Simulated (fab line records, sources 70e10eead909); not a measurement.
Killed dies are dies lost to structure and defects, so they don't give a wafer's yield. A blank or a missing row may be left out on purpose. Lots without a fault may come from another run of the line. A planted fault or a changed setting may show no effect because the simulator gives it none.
fab line records | flow nand_harc
record lots=7 wafers=20 last_day=33
route steps=1302 shown A_DECK1_JOINT@535 A_ONON_D2@545 END@1302
lots that met no fault: from a run of the same line without faults
start_h: hours from the record's first day to the start of the lot's first wafer shown | wait_h: hours since the lot's step before | " the same as in the row above | L1.1+2: a row that stands for several wafers | - no value, or no start given | * or withheld: withheld | < > ~ a bound
route shown NAME@n: a module of which the file shows steps, and the number in the route of the first | usual: mean/standard deviation of fault-free wafers | same: alike in all rows | chamber/n: place in a boat | sites: the reading at each site | _std_site: their standard deviation | _edge_site: outer sites' mean less inner sites' | radius_mm: how far each site lies from the wafer's centre | mask NAME#n: copy n | behind: the tool/chamber that last shaped the wafer | hold: why the lot was held/for how many hours/how that ended | device: the transistor (n, p or np) that didn't switch | end of line: the same wafers' tests at the end of the route | a step without rows: its recipe alone | killed: dies lost to structure and defects at the first sort, not the wafer's yield | map: a wafer's dies, x killed, . not, _ none there
set.NAME: the setting as run; set.NAME@STEP: as run at that earlier step | model.NAME: the simulator's own value behind a step, which no gauge read
lots at some steps of the route; a table a step, a row a wafer
services: from which hour (start_h, from the record's first day; less than 0 if before it) a tool's chamber was out of use, for how many hours, and why
## steps
# step NHARC_A_DECK1_JOINT_CURE_26
# recipe temp_c=150 time_s=32 pressure_atm=0.395
# step NHARC_A_DECK1_JOINT_ANNEAL_27
# recipe temp_c=400 time_s=3600 idle_temp_c=300 ramp_up_c_per_min=10 densification_p_h2o_torr=640
# step NHARC_A_DECK1_JOINT_ANNEAL_28
# recipe temp_c=500 time_s=1800 idle_temp_c=400 ramp_up_c_per_min=10 densification_p_h2o_torr=640
# step NHARC_A_DECK1_JOINT_ANNEAL_29
# recipe temp_c=750 time_s=1800 idle_temp_c=500 ramp_up_c_per_min=10 ramp_down_c_per_min=3
# step NHARC_A_DECK1_JOINT_CMP_02
# recipe material=SiOx
# usual motor_current_A=12.2/1.3
# columns lot.wafer tool chamber start_h wait_h motor_current_A
L122.4 cmp-04 1 288.61 0.4 11.4
L122.3 " 2 " " 10.8
L122.6 " 3 " " 14.4
L123.3 cmp-04 1 301.88 0.4 11.0
L123.5 " 2 " " 11.8
L127.4 cmp-04 0 331.35 0.4 11.6
L127.2 " 3 " " 14.6
L127.5 " 1 " " 10.8
L132.1 cmp-04 3 401.17 0.4 14.6
L132.4 " 1 " " 11.1
L132.5 " 3 " " 14.4
L139.4 cmp-03 3 458.63 0.4 13.3
L139.1 " 0 " " 13.7
L139.6 " 2 " " 12.0
L140.4 cmp-04 3 468.84 0.4 14.9
L140.2 " 2 " " 11.1
L140.5 " 3 " " 13.7
L142.2 cmp-04 1 494.48 0.4 11.4
L142.6 " 1 " " 10.9
L142.5 " 2 " " 11.2
# step NHARC_A_DECK1_JOINT_SRD_15
# step NHARC_A_DECK1_JOINT_DEP_16
# recipe target_thk_a=450 temp_c=400 pressure_torr=6.5 rf_w=900 teos_flow_sccm=161.4 flow_sccm=2650 target_thk_nm=45 gas=O2 material=SiO2
# usual heater_power_outer_w=275/69 heater_power_w=504/89 rf_fwd_power_W=895.9/2.7 throttle_valve_pct=15.8/0.51
# columns lot.wafer tool chamber start_h wait_h heater_power_outer_w heater_power_w rf_fwd_power_W throttle_valve_pct
L122.3 pecvd-03 2 289.00 0.1 196 440 892.8 14.6
L122.6 " 0 " " 369 613 896.0 16.1
L122.4 " 2 " " 205 441 894.9 14.6
L123.3 pecvd-01 0 302.25 0.1 221 470 891.4 15.9
L123.5 " 0 " " 228 479 897.8 15.9
L127.2 pecvd-02 1 331.74 0.1 326 565 892.6 15.7
L127.4 " 1 " " 327 565 892.7 15.9
L127.5 " 0 " " 295 564 899.5 16.1
L132.1 pecvd-03 0 401.56 0.1 363 600 893.0 16.4
L132.5 " 0 " " 372 602 893.0 16.2
L132.4 " 1 " " 329 517 893.0 15.3
L139.1 pecvd-02 0 458.99 0.1 333 623 898.3 16.1
L139.6 " 0 " " 342 624 898.8 15.5
L139.4 " 1 " " 266 469 900.5 15.4
L140.2 pecvd-01 1 469.25 0.1 346 573 895.3 16.7
L140.4 " 1 " " 343 576 897.6 16.8
L140.5 " 0 " " 278 537 894.5 15.8
L142.2 pecvd-02 2 494.89 0.1 177 348 897.0 15.7
L142.6 " 1 " " 249 467 894.4 15.5
L142.5 " 0 " " 251 504 893.4 15.7
# step NHARC_A_DECK1_JOINT_THK_MEAS_17
# recipe thk_meas_gauge=ellipsometry
# usual thk_nm=45.1/1.1
# columns lot.wafer tool chamber start_h wait_h thk_nm
L122.3 film_metro-02 - 289.23 0.2 43.8
L122.4 " - " " 45.4
L122.6 " - " " 45.0
L123.3 film_metro-01 - 302.47 0.2 45.5
L123.5 " - " " 47.1
L127.2 film_metro-02 - 332.02 0.3 44.4
L127.4 " - " " 45.6
L127.5 " - " " 45.4
L132.1 film_metro-02 - 401.81 0.2 43.2
L132.4 " - " " 44.9
L132.5 " - " " 44.2
L139.1 film_metro-01 - 459.27 0.3 43.2
L139.4 " - " " 44.8
L139.6 " - " " 46.0
L140.2 film_metro-02 - 469.62 0.3 45.7
L140.4 " - " " 46.0
L140.5 " - " " 47.3
L142.2 film_metro-01 - 495.16 0.2 42.9
L142.5 " - " " 45.5
L142.6 " - " " 46.7
# step NHARC_A_DECK1_JOINT_INSPECT_05
# usual raw_defect_count=308/110
# columns lot.wafer tool chamber start_h wait_h raw_defect_count
L122.3 defect_inspect-01 - 289.26 0.0 286
L122.4 " - " " 188
L122.6 " - " " 130
L123.3 defect_inspect-02 - 302.51 0.0 198
L123.5 " - " " 344
L127.2 defect_inspect-02 - 332.06 0.0 372
L127.4 " - " " 296
L127.5 " - " " 295
L132.1 defect_inspect-01 - 401.85 0.0 351
L132.4 " - " " 397
L132.5 " - " " 218
L139.1 defect_inspect-02 - 459.31 0.0 282
L139.4 " - " " 282
L139.6 " - " " 428
L140.2 defect_inspect-01 - 469.65 0.0 200
L140.4 " - " " 270
L140.5 " - " " 196
L142.2 defect_inspect-02 - 495.20 0.0 281
L142.5 " - " " 216
L142.6 " - " " 259
# step NHARC_A_ONON_D2_DEP_00
# recipe target_thk_a=10000 n2_flow_sccm=2750 n2o_flow_sccm=2000 nh3_flow_sccm=500 sih4_flow_sccm=210 temp_c=400
# step NHARC_A_ONON_D2_THK_MEAS_02
# recipe thk_meas_gauge=ellipsometry
# usual thk_nm=1004/11
# columns lot.wafer tool chamber start_h wait_h thk_nm
L122.3 film_metro-01 - 289.84 - 1004
L122.4 " - " " 1004
L122.6 " - " " 1005
L123.3 film_metro-01 - 303.09 - 1022
L123.5 " - " " 1023
L127.2 film_metro-01 - 332.63 - 1011
L127.4 " - " " 1013
L127.5 " - " " 1011
L132.1 film_metro-01 - 402.43 - 988
L132.4 " - " " 988
L132.5 " - " " 989
L139.1 film_metro-02 - 459.90 - 1031
L139.4 " - " " 1028
L139.6 " - " " 1031
L140.2 film_metro-01 - 470.24 - 1004
L140.4 " - " " 1007
L140.5 " - " " 1006
L142.2 film_metro-01 - 495.78 - 1006
L142.5 " - " " 1005
L142.6 " - " " 1002
# step NHARC_A_ONON_D2_DEP_03
# recipe target_thk_a=10000 n2_flow_sccm=2750 n2o_flow_sccm=2000 nh3_flow_sccm=500 sih4_flow_sccm=210 temp_c=400
# columns lot.wafer tool chamber start_h wait_h
L122.3+4+6 pecvd_onon-04 0 290.01 0.2
L123.3+5 pecvd_onon-04 0 303.26 0.2
L127.2+4+5 pecvd_onon-04 0 332.75 0.1
L132.1+4+5 pecvd_onon-01 0 402.49 0.1
L139.1+4+6 pecvd_onon-04 0 459.95 0.1
L140.2+4+5 pecvd_onon-01 0 470.69 0.5
L142.2+5+6 pecvd_onon-02 0 495.89 0.1
# step NHARC_A_ONON_D2_THK_MEAS_05
# recipe thk_meas_gauge=ellipsometry
# usual thk_nm=999/11
# columns lot.wafer tool chamber start_h wait_h thk_nm
L122.3 film_metro-01 - 290.41 - 1744
L122.4 " - " " 1744
L122.6 " - " " 997
L123.3 film_metro-01 - 303.65 - 1744
L123.5 " - " " 998
L127.2 film_metro-02 - 333.20 - 1010
L127.4 " - " " 1756
L127.5 " - " " 1011
L132.1 film_metro-01 - 402.99 - 1014
L132.4 " - " " 1013
L132.5 " - " " 1015
L139.1 film_metro-02 - 460.46 - 994
L139.4 " - " " 994
L139.6 " - " " 996
L140.2 film_metro-02 - 471.14 - 1003
L140.4 " - " " 1003
L140.5 " - " " 1003
L142.2 film_metro-02 - 496.34 - 996
L142.5 " - " " 995
L142.6 " - " " 995
# step NHARC_A_ONON_D2_DEP_06
# recipe target_thk_a=10000 n2_flow_sccm=2750 n2o_flow_sccm=2000 nh3_flow_sccm=500 sih4_flow_sccm=210 temp_c=400
# step NHARC_END_SORT_01
# recipe temp_c=25
# usual killed_at_array=55/20 killed_at_other=0.7/0.96 killed_at_periphery=4.1/2.4 killed_dies=60/20 killed_open=3.3/1.9 killed_short=2.8/1.6
# same gross_dies=677
# columns lot.wafer tool chamber start_h wait_h killed_at_array killed_at_other killed_at_periphery killed_dies killed_open killed_short
L123.3 prober-01 0 585.14 3.1 673 1 3 677 2 2
L122.3 prober-02 0 586.26 3.1 674 0 3 677 6 4
L122.4 prober-02 0 587.06 3.4 674 0 3 677 2 3
L127.2 prober-02 0 622.00 2.8 63 2 8 73 7 6
L127.4 prober-02 0 623.59 3.4 674 0 3 677 3 4
L127.5 prober-02 0 624.39 3.7 61 3 1 65 5 6
L139.1 prober-02 0 744.27 2.5 28 1 7 36 3 3
L139.4 prober-02 0 746.66 3.4 37 0 1 38 5 3
L139.6 prober-02 0 748.26 4.0 33 0 5 38 4 3
# killed by level:class
L123.3 A_ONON_D2:area_dep=624 A_CHANNEL_HOLE_D2:chamber_film_flake=37 P_GATE:chamber_film_flake=2 A_CHANNEL_HOLE_D1:chamber_film_flake=2 A_CHANNEL_FILL_D1:chamber_film_flake=2 A_CONTACT:chamber_film_flake=2 A_ONON_D2:geometric_particle:short=1 A_WL_FILL:geometric_particle:open=1
L122.3 A_ONON_D2:area_dep=629 A_SLIT:chamber_film_flake=21 A_CHANNEL_HOLE_D2:chamber_film_flake=10 A_CONTACT:chamber_film_flake=5 P_M0:geometric_particle:open=2 A_BLC:geometric_particle:open=2 A_STAIRCASE:chamber_film_flake=2 P_M2:geometric_particle:open=1
L122.4 A_ONON_D2:area_dep=631 A_SLIT:chamber_film_flake=23 A_CHANNEL_HOLE_D2:chamber_film_flake=6 A_CONTACT:chamber_film_flake=4 A_CHANNEL_HOLE_D1:chamber_film_flake=3 A_M0:geometric_particle:short=2 P_GATE:chamber_film_flake=2 A_STAIRCASE:chamber_film_flake=2
L127.2 A_CHANNEL_HOLE_D1:chamber_film_flake=34 A_SGD_CUT:chamber_film_flake=6 A_CHANNEL_HOLE_D2:chamber_film_flake=5 P_GATE:chamber_film_flake=3 A_CHANNEL_FILL_D2:chamber_film_flake=3 A_STAIRCASE:chamber_film_flake=3 A_ONON_D2:geometric_particle:short=2 A_M0:geometric_particle:open=2
L127.4 A_ONON_D2:area_dep=610 A_CHANNEL_HOLE_D1:chamber_film_flake=28 A_CHANNEL_HOLE_D2:chamber_film_flake=12 A_SGD_CUT:chamber_film_flake=6 A_STAIRCASE:chamber_film_flake=5 A_CONTACT:chamber_film_flake=3 A_WL_FILL:geometric_particle:short=2 A_DECK1_JOINT:chamber_film_flake=2
L127.5 A_CHANNEL_HOLE_D1:chamber_film_flake=30 A_SGD_CUT:chamber_film_flake=11 A_CHANNEL_HOLE_D2:chamber_film_flake=4 A_STAIRCASE:chamber_film_flake=3 A_CONTACT:chamber_film_flake=2 THIN_TSV:chamber_film_flake=2 P_CONTACT:geometric_particle:open=1 A_CHANNEL_FILL_D1:geometric_particle:short=1
L139.1 A_CHANNEL_HOLE_D1:chamber_film_flake=12 A_SLIT:chamber_film_flake=7 P_GATE:chamber_film_flake=3 P_M0:geometric_particle:open=2 A_CONTACT:chamber_film_flake=2 A_CHANNEL_HOLE_D1:geometric_particle:short=1 A_CHANNEL_FILL_D2:geometric_particle:short=1 A_CONTACT:geometric_particle:open=1
L139.4 A_CHANNEL_HOLE_D1:chamber_film_flake=13 A_CONTACT:chamber_film_flake=6 A_WL_FILL:chamber_film_flake=4 A_M0:geometric_particle:open=3 A_STAIRCASE:chamber_film_flake=3 A_SLIT:chamber_film_flake=3 P_M0:geometric_particle:short=1 A_ONON_D1:geometric_particle:open=1
L139.6 A_CHANNEL_HOLE_D1:chamber_film_flake=9 A_CONTACT:chamber_film_flake=7 A_SLIT:chamber_film_flake=4 P_GATE:chamber_film_flake=3 A_ONON_D1:geometric_particle:open=2 A_WL_FILL:chamber_film_flake=2 P_GATE:geometric_particle:open=1 A_ONON_D1:geometric_particle:short=1
# map L122.3 (x killed, . not)
____________x____________
_________xxxxxxx_________
_______xxxxxxxxxxx_______
______xxxxxxxxxxxxx______
_____xxxxxxxxxxxxxxx_____
____xxxxxxxxxxxxxxxxx____
____xxxxxxxxxxxxxxxxx____
___xxxxxxxxxxxxxxxxxxx___
___xxxxxxxxxxxxxxxxxxx___
__xxxxxxxxxxxxxxxxxxxxx__
__xxxxxxxxxxxxxxxxxxxxx__
_xxxxxxxxxxxxxxxxxxxxxxx_
_xxxxxxxxxxxxxxxxxxxxxxx_
_xxxxxxxxxxxxxxxxxxxxxxx_
_xxxxxxxxxxxxxxxxxxxxxxx_
_xxxxxxxxxxxxxxxxxxxxxxx_
xxxxxxxxxxxxxxxxxxxxxxxxx
xxxxxxxxxxxxxxxxxxxxxxxxx
xxxxxxxxxxxxxxxxxxxxxxxxx
xxxxxxxxxxxxxxxxxxxxxxxxx
xxxxxxxxxxxxxxxxxxxxxxxxx
_xxxxxxxxxxxxxxxxxxxxxxx_
_xxxxxxxxxxxxxxxxxxxxxxx_
_xxxxxxxxxxxxxxxxxxxxxxx_
_xxxxxxxxxxxxxxxxxxxxxxx_
_xxxxxxxxxxxxxxxxxxxxxxx_
__xxxxxxxxxxxxxxxxxxxxx__
__xxxxxxxxxxxxxxxxxxxxx__
___xxxxxxxxxxxxxxxxxxx___
___xxxxxxxxxxxxxxxxxxx___
____xxxxxxxxxxxxxxxxx____
____xxxxxxxxxxxxxxxxx____
_____xxxxxxxxxxxxxxx_____
______xxxxxxxxxxxxx______
_______xxxxxxxxxxx_______
_________xxxxxxx_________
____________x____________
# map L123.3 (x killed, . not)
____________x____________
_________xxxxxxx_________
_______xxxxxxxxxxx_______
______xxxxxxxxxxxxx______
_____xxxxxxxxxxxxxxx_____
____xxxxxxxxxxxxxxxxx____
____xxxxxxxxxxxxxxxxx____
___xxxxxxxxxxxxxxxxxxx___
___xxxxxxxxxxxxxxxxxxx___
__xxxxxxxxxxxxxxxxxxxxx__
__xxxxxxxxxxxxxxxxxxxxx__
_xxxxxxxxxxxxxxxxxxxxxxx_
_xxxxxxxxxxxxxxxxxxxxxxx_
_xxxxxxxxxxxxxxxxxxxxxxx_
_xxxxxxxxxxxxxxxxxxxxxxx_
_xxxxxxxxxxxxxxxxxxxxxxx_
xxxxxxxxxxxxxxxxxxxxxxxxx
xxxxxxxxxxxxxxxxxxxxxxxxx
xxxxxxxxxxxxxxxxxxxxxxxxx
xxxxxxxxxxxxxxxxxxxxxxxxx
xxxxxxxxxxxxxxxxxxxxxxxxx
_xxxxxxxxxxxxxxxxxxxxxxx_
_xxxxxxxxxxxxxxxxxxxxxxx_
_xxxxxxxxxxxxxxxxxxxxxxx_
_xxxxxxxxxxxxxxxxxxxxxxx_
_xxxxxxxxxxxxxxxxxxxxxxx_
__xxxxxxxxxxxxxxxxxxxxx__
__xxxxxxxxxxxxxxxxxxxxx__
___xxxxxxxxxxxxxxxxxxx___
___xxxxxxxxxxxxxxxxxxx___
____xxxxxxxxxxxxxxxxx____
____xxxxxxxxxxxxxxxxx____
_____xxxxxxxxxxxxxxx_____
______xxxxxxxxxxxxx______
_______xxxxxxxxxxx_______
_________xxxxxxx_________
____________x____________
## services
# columns tool chamber start_h hours kind
pecvd-01 2 267.80 19.9 repair
pecvd_onon-01 - 269.00 13.0 pm
cmp-03 - 277.94 1.6 repair
cmp-03 - 299.54 4.0 pm
cmp-04 - 307.24 4.0 pm
pecvd-01 - 311.08 13.0 pm
pecvd_onon-04 - 311.28 13.0 pm
cmp-03 - 332.02 1.9 repair
pecvd-02 2 347.30 4.7 repair
pecvd-01 0 348.03 4.4 repair
pecvd-02 2 352.15 2.2 repair
pecvd-03 - 366.02 13.0 pm
pecvd_onon-02 - 366.09 13.0 pm
cmp-03 - 383.72 4.4 repair
cmp-03 - 397.54 4.0 pm
pecvd-02 2 400.28 22.6 repair
cmp-04 - 405.24 4.0 pm
pecvd-02 - 408.34 13.0 pm
cmp-03 - 430.86 0.6 repair
cmp-04 - 445.60 6.0 repair
pecvd_onon-01 - 450.00 13.0 pm
pecvd-01 2 456.09 16.9 repair
pecvd-01 - 492.08 13.0 pm
pecvd_onon-04 - 492.28 13.0 pm
## key
first_sign step=NHARC_A_ONON_D2_THK_MEAS_05 reading=thk_nm direction=up sigmas=70 usual=999 struck=1747
effect step=NHARC_END_SORT_01 reading=killed_dies direction=up sigmas=31 usual=60 struck=677
more_kills_born_at NHARC_A_ONON_D2_DEP_03@pecvd_onon-04=2494
met_at NHARC_A_ONON_D2_DEP_03
struck_wafers L122.3,L122.4,L123.3,L127.4
later_rows_left_out L122.3,L122.4,L123.3,L127.4
tester_left_out L122,L123,L127
fault kind=process_parameter_drift tool=pecvd_onon-04 chamber=- onset_h=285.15 steps=NHARC_A_ONON_D2_DEP_03 channel=target_thk_a offset=* shape=step end_h=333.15 scope=struck_wafers_only acts_in=* stated=*
# tester_left_out: of these lots the tester's yield and bins aren't shown, on N5 and GAA mostly nor the transistor test; their killed dies are dies lost to structure and defects alone, not to doping, threshold or leakage, so they don't give the yield
# later_rows_left_out: the simulator's readings of these wafers behind a module that went badly wrong aren't trusted and aren't shown, but for the sort
